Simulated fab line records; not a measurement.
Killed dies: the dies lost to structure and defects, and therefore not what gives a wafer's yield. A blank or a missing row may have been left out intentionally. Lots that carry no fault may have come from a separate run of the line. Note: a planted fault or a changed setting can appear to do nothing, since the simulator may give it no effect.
Code-filled problem report in 8D (eight disciplines) form || flow n5_finfet || the parts of the form that need people (team, actions taken, sign-off) are left out

1. PROBLEM STATEMENT
At N5_ZERO_LAYER_ETCH_18, rf_fwd_power_W averages 989.8 W over 2 wafers from 2 lots, while fault-free wafers read 795.1 W, standard deviation 2.9. Measured from the usual mean, that is +67 standard deviations.
The step: etches Si in HBr/Cl2, target depth 120 nm, time 40 s.
First observed at day 5 06:56: wafer L546.6, on rie_si-01. Wafers with a number at this step in the record: 18, from 6 lots. By rule, "out" or "out of limits" means more than 4 standard deviations away from the usual mean. The rest of the wafers with a number are treated as sound.

2. WHAT IT IS AND WHAT IT IS NOT
{"question": "which readings at this step", "is": "rf_fwd_power_W", "is not": "drypump_motor_current_A, oes_product_au, throttle_valve_pct"}
{"question": "which lots", "is": "L546, L547", "is not": "L538, L539, L542, L544"}
{"question": "which wafers of those lots", "is": "L546.6, L547.4", "is not": "L546.4, L546.5, L547.1, L547.2"}
{"question": "read on which tools", "is": "rie_si-01", "is not": "rie_si-03, rie_si-05"}
{"question": "when", "is": "from day 5 06:56", "is not": "up to then (14 sound wafers); but 2 sound wafers of L547 came after"}

3. THE SUSPECTS, EACH WITH WHAT RULES IT OUT
Counting: if a tool at a process step up to the reading ran every lot that is out, it stays a suspect. Sound lots after the first of them don't rule it out here, since some wafers of a struck lot are sound.
- rie_diel-06 at N5_ZERO_LAYER_DESCUM_16 (chemistry O2, time 7.9 s): kept. It ran every lot that is out, first L546 (day 5 06:49); its last sound lot up to then is L542 (day 4 06:49).
- rie_diel-06 at N5_ZERO_LAYER_ETCH_17 (etches SiO2 in CF4, target depth 12 nm, time 13.3 s): kept. It ran every lot that is out, first L546 (day 5 06:52); its last sound lot up to then is L542 (day 4 06:51).
- rie_si-01 at N5_ZERO_LAYER_ETCH_18 (etches Si in HBr/Cl2, target depth 120 nm, time 40 s): kept. It ran every lot that is out, first L546 (day 5 06:56); its last sound lot up to then is L538 (day 3 06:47). On those wafers its own readings are out: rf_fwd_power_W.
- At N5_ZERO_LAYER_ETCH_18, inside rie_si-01: chamber 3 took the wafers that are out, while their sound lot-mates went through chambers 0, 2.
Still standing after the count: rie_diel-06 at N5_ZERO_LAYER_DESCUM_16, rie_diel-06 at N5_ZERO_LAYER_ETCH_17, rie_si-01 at N5_ZERO_LAYER_ETCH_18.

4. THE CAUSE (what the simulator had put in)
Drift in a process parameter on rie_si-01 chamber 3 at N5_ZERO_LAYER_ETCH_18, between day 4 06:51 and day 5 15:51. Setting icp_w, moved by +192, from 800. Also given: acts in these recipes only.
3 suspects survive the count, and this tool is in that group.

5. THE CHAIN OF EFFECTS, in route order
Rows list readings where the struck wafers' mean (over those with a number) sits beyond 3 standard deviations from the usual. Only readings for which the record gives a usual standard deviation are gone through. hours: the time from each lot's start at the first step in this table that gives one to its start at this step, as a median over the lots. sigmas: the change in usual standard deviations.
{"hours": 0, "step": "N5_ZERO_LAYER_ETCH_18", "reading": "rf_fwd_power_W", "usual": "795.1 W", "on struck wafers": 989.8, "change": "+194.7", "sigmas": "+67"}
It contains these process steps:
- N5_ZERO_LAYER_ETCH_18: etches Si in HBr/Cl2, target depth 120 nm, time 40 s.
Later measuring or inspecting steps at which every struck wafer that the step has a row for has a number for every such reading, and none has moved that far: N5_BEOL_M4_RC_MEAS_101.

6. HOW IT WOULD HAVE BEEN CAUGHT EARLIER
24 hours passed between the start of the fault at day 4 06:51 and the first reading out of limits in this record, taken at day 5 06:56.
